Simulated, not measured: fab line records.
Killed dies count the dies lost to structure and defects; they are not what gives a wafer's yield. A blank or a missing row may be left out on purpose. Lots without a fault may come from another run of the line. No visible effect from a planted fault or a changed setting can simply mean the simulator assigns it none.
Chamber matching || flow n5Finfet || N5_MOL_CONTACT_COAG_ALD_131 on aldSin-02 has 4 sister chambers
The step deposits SiO2, target thk 5 nm, pulse time 1 s, co reactant pulse time 1 s. 8 wafers are shown with their chamber, then 8 later ones without.

== WAFERS PAIRED WITH THEIR CHAMBERS ==
{"wafer": "L077.6", "chamber": 3, "heaterPowerW (W)": 69, "susceptorTempC (C)": 99.99}
{"wafer": "L088.1", "chamber": 3, "heaterPowerW (W)": 67, "susceptorTempC (C)": 100.12}
{"wafer": "L088.3", "chamber": 1, "heaterPowerW (W)": 78, "susceptorTempC (C)": 99.84}
{"wafer": "L088.4", "chamber": 2, "heaterPowerW (W)": 78, "susceptorTempC (C)": 99.97}
{"wafer": "L090.2", "chamber": 2, "heaterPowerW (W)": 79, "susceptorTempC (C)": 99.88}
{"wafer": "L090.5", "chamber": 0, "heaterPowerW (W)": 67, "susceptorTempC (C)": 100.24}
{"wafer": "L090.6", "chamber": 1, "heaterPowerW (W)": 78, "susceptorTempC (C)": 100.01}
{"wafer": "L094.1", "chamber": 0, "heaterPowerW (W)": 69, "susceptorTempC (C)": 100.00}

== WAFERS MISSING THEIR CHAMBER ==
{"wafer": "L094.2", "heaterPowerW (W)": 77, "susceptorTempC (C)": 99.98}
{"wafer": "L094.6", "heaterPowerW (W)": 67, "susceptorTempC (C)": 99.77}
{"wafer": "L096.2", "heaterPowerW (W)": 69, "susceptorTempC (C)": 100.09}
{"wafer": "L096.4", "heaterPowerW (W)": 68, "susceptorTempC (C)": 99.87}
{"wafer": "L096.5", "heaterPowerW (W)": 78, "susceptorTempC (C)": 100.10}
{"wafer": "L097.1", "heaterPowerW (W)": 70, "susceptorTempC (C)": 100.01}
{"wafer": "L097.2", "heaterPowerW (W)": 78, "susceptorTempC (C)": 100.21}
{"wafer": "L097.5", "heaterPowerW (W)": 70, "susceptorTempC (C)": 100.12}

== WHICH CHAMBER EACH WENT THROUGH ==
{"wafer": "L094.2", "from the rows above": "can't be placed: 1 or 2", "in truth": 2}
{"wafer": "L094.6", "from the rows above": "can't be placed: 3 or 0", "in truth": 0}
{"wafer": "L096.2", "from the rows above": "can't be placed: 0 or 3", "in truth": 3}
{"wafer": "L096.4", "from the rows above": "can't be placed: 3 or 0", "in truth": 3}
{"wafer": "L096.5", "from the rows above": "can't be placed: 1 or 2", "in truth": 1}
{"wafer": "L097.1", "from the rows above": "can't be placed: 3 or 0", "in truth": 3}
{"wafer": "L097.2", "from the rows above": "can't be placed: 1 or 2", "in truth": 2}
{"wafer": "L097.5", "from the rows above": "can't be placed: 0 or 3", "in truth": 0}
0 of 8 placed correctly. From these rows, 8 cannot be placed; in 8 the true chamber is one of the candidates. Number placed wrongly: 0.
How it was worked out, from the rows above alone: a wafer's distance from a chamber is the root of the sum, over the readings, of the square of ((its reading less the chamber's mean) divided by the reading's scatter). The wafer belongs to the nearest chamber; if the next one is less than 2 further off, it can't be placed. Each chamber's mean is taken over the wafers shown for it. The scatter: take each reading less its chamber's mean, square it, sum over the shown wafers, divide by the number of wafers less the number of chambers, and take the root.
